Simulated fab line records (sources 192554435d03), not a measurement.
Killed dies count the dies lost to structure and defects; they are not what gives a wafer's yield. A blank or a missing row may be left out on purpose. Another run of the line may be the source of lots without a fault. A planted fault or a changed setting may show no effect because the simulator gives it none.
Struck lot and sound lot, side by side	flow n5_finfet	36 out of 1938 route steps
Sound: these wafers, L537.3, L537.5, L537.6. Struck: wafer L529.3 (left out: L529.1, L529.5 of the same lot, which were not struck); the cause appears at the end.
For every step that has rows: the tool of each side, followed by ch and its chambers, followed by its first start. Under that, the readings that differ: sound wafers	struck wafers	difference of the means	sigmas: that difference in standard deviations of wafers without a fault.
alike: same words and numbers on both sides, and readings whose means sit less than 2 such deviations apart. not compared: any withheld reading, any reading some wafer has no value for, any bound like >300 that may hide the same value, and any number with overlapping values for which the record gives no deviation.
The two part at a step that has a row with sigmas, a row that says differs or no value, or rows on one side only. Numbers that don't overlap but have no deviation are shown without sigmas and don't part them. A reading that every wafer of one side lacks parts them only if that side has two wafers or more.

first, 8 steps without rows for these wafers: N5_BEOL_M5_ANNEAL_51 (time 90 s); N5_BEOL_M5_CMP_52 (polishes, stops on SiCOH lowk, t overpolish 6.9 s, target thk 62 nm); N5_BEOL_M5_PRE_CLEAN_77 (time 15 s); N5_BEOL_M5_CO_CAP_78 (material Co, precursor CCTBA/H2, target thk 2 nm, time 102.1 s); N5_BEOL_M5_PRE_CLEAN_55 (time 15 s); N5_BEOL_M5_DEP_56 (deposits SiCN from 3MS/NH3, target thk 8 nm, time 14 s); N5_BEOL_M6_ILD_DEP_00 (deposits SiCOH lowk from DEMS/porogen, target thk 179.75 nm, time 33.4 s); N5_BEOL_M6_CURE_74 (cures SiCOH lowk, time 240 s).
N5_BEOL_M6_PECVD_70: deposits SiO2 from TEOS/O2, target thk 20 nm, time 22.7 s.
  sound on pecvd-04 ch 0,2, day 17 04:52; struck on pecvd-01 ch 0, day 14 21:25
reading	sound	struck	difference	sigmas
model.SiO2_of_BEOL_M6_PECVD_70.thk_nm (nm)	20 20 20	18.6	-1.4	
  alike: heater_power_w, showerhead_plenum_p_Torr, throttle_valve_pct
then, 25 steps without rows for these wafers: N5_BEOL_M6_HM_DEP_02 (deposits TiN, target thk 20 nm); N5_BEOL_M6_COAT_59 (time 60 s, resist thk 100 nm); N5_BEOL_M6_COAT_60 (time 60 s, resist thk 35 nm); N5_BEOL_M6_COAT_05 (resist thk 90 nm); N5_BEOL_M6_EBR_07; N5_BEOL_M6_SOFTBAKE_06 (time 60 s); N5_BEOL_M6_EXPOSE_08 (exposes mask M6); N5_BEOL_M6_PEB_09 (peb time 60 s); N5_BEOL_M6_DEVELOP_10 (develop time 30 s); N5_BEOL_M6_DESCUM_16 (chemistry O2, time 7.9 s); N5_BEOL_M6_ETCH_61 (etches SiARC in CF4, target depth 45.5 nm, time 75.8 s); N5_BEOL_M6_ETCH_62 (etches SOC in N2/H2, target depth 110 nm, overetch 22 nm, time 165 s); N5_BEOL_M6_STRIP_68 (strips in N2/H2); N5_BEOL_M6_STRIP_67 (strips in CF4); N5_BEOL_M6_HM_OPEN_17 (chemistry Cl2/BCl3, target TiN, target depth 20 nm, overetch 6 nm); N5_BEOL_M6_STRIP_19 (strips in O2); N5_BEOL_M6_COAT_63 (time 60 s, resist thk 60 nm); N5_BEOL_M6_COAT_64 (time 60 s, resist thk 12 nm); N5_BEOL_M6_COAT_71 (time 60 s, resist thk 5 nm); N5_BEOL_M6_COAT_22 (resist thk 30 nm); N5_BEOL_M6_EBR_24; N5_BEOL_M6_SOFTBAKE_23 (time 60 s); N5_BEOL_M6_EXPOSE_25 (exposes mask V5, target cd 40 nm); N5_BEOL_M6_PEB_26 (peb time 60 s); N5_BEOL_M6_DEVELOP_27 (develop time 30 s).
N5_BEOL_M6_HM_STRIP_39: strips TiN in peroxide tin strip, target depth 25 nm, time 158 s.
  sound on wet_bench-05 ch 4,5,6, day 17 08:19; struck on wet_bench-02 ch 1, day 15 01:23
reading	sound	struck	difference	sigmas
temp_c (C)	50.08 50.05 50.00	50.30	+0.26	+2
model.SiO2_of_BEOL_M6_PECVD_70.thk_nm (nm)	19.8 20 19.8	18.4	-1.5	
following that, these wafers have no rows for 1 step: N5_PASSIVATION_PROBE_49.

## WHERE THEY PART
N5_BEOL_M6_HM_STRIP_39 only, going by this record.

WHY: what the simulator had put in
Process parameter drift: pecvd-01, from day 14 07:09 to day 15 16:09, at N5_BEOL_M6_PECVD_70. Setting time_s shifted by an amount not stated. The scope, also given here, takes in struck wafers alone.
